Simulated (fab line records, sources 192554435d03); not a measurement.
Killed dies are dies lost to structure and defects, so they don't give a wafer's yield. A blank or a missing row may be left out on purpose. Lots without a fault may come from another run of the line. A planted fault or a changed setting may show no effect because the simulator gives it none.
Chamber matching | flow n5_finfet | N5_PMOS_HMC_CHANNEL_EPI_STRIP_33 on rie_diel-04: 4 sister chambers
The step strips in N2/H2. 18 wafers are shown with their chamber, then 9 later ones without.

WAFERS WITH THEIR CHAMBER
wafer  | chamber | drypump_motor_current_A (A) | throttle_valve_pct (%) | showerhead_plenum_p_Torr (Torr)
L074.2 | 3       | 5.4                         | 19.0                   | 3.19
L074.3 | 1       | 5.1                         | 18.5                   | 3.32
L074.5 | 0       | 6.3                         | 19.6                   | 3.32
L082.3 | 1       | 5.1                         | 18.5                   | 3.31
L082.4 | 0       | 6.3                         | 19.3                   | 3.31
L082.6 | 1       | 5.0                         | 18.5                   | 3.31
L085.3 | 3       | 5.4                         | 18.5                   | 3.59
L085.5 | 1       | 5.1                         | 18.5                   | 3.31
L085.6 | 2       | 5.0                         | 19.1                   | 3.24
L087.1 | 3       | 5.4                         | 18.5                   | 3.59
L087.2 | 1       | 5.1                         | 18.6                   | 3.30
L087.3 | 0       | 6.3                         | 19.2                   | 3.30
L087.4 | 2       | 5.0                         | 19.1                   | 3.24
L087.5 | 2       | 5.0                         | 19.1                   | 3.23
L087.6 | 1       | 5.0                         | 18.5                   | 3.30
L093.2 | 2       | 5.0                         | 19.1                   | 3.23
L093.5 | 1       | 5.1                         | 18.5                   | 3.30
L093.6 | 0       | 6.3                         | 19.3                   | 3.30

SIGNATURES (means of the wafers above)
reading                  | chamber 0 | chamber 1 | chamber 2 | chamber 3 | scatter within a chamber
drypump_motor_current_A  | 6.300     | 5.071     | 5.000     | 5.400     | 0.0319
throttle_valve_pct       | 19.350    | 18.514    | 19.100    | 18.667    | 0.138
showerhead_plenum_p_Torr | 3.3075    | 3.3071    | 3.2350    | 3.4567    | 0.0876
Rule: a wafer's distance from a chamber is the root of the sum, over the readings, of the square of ((its reading less the chamber's mean) divided by the reading's scatter). The wafer belongs to the nearest chamber; if the next one is less than 2 further off, it can't be placed. The scatter: the root of (the sum of the squares of (reading less its chamber's mean) over the shown wafers, divided by (wafers less chambers)).

WAFERS WITHOUT THEIR CHAMBER
wafer  | drypump_motor_current_A (A) | throttle_valve_pct (%) | showerhead_plenum_p_Torr (Torr)
L094.2 | 5.0                         | 19.1                   | 3.23
L094.3 | 5.4                         | 18.6                   | 3.58
L094.4 | 5.1                         | 18.6                   | 3.30
L096.1 | 5.1                         | 18.5                   | 3.29
L096.2 | 5.4                         | 18.6                   | 3.58
L096.3 | 5.0                         | 19.1                   | 3.23
L096.4 | 6.3                         | 19.3                   | 3.30
L096.5 | 5.4                         | 18.5                   | 3.58
L096.6 | 6.3                         | 19.3                   | 3.29

WHICH CHAMBER EACH WENT THROUGH
wafer  | from the rows above | in truth
L094.2 | 2                   | 2
L094.3 | 3                   | 3
L094.4 | 1                   | 1
L096.1 | 1                   | 1
L096.2 | 3                   | 3
L096.3 | 2                   | 2
L096.4 | 0                   | 0
L096.5 | 3                   | 3
L096.6 | 0                   | 0
Placed correctly: 9 of 9. Can't be placed from these rows: 0. Placed wrongly: 0.
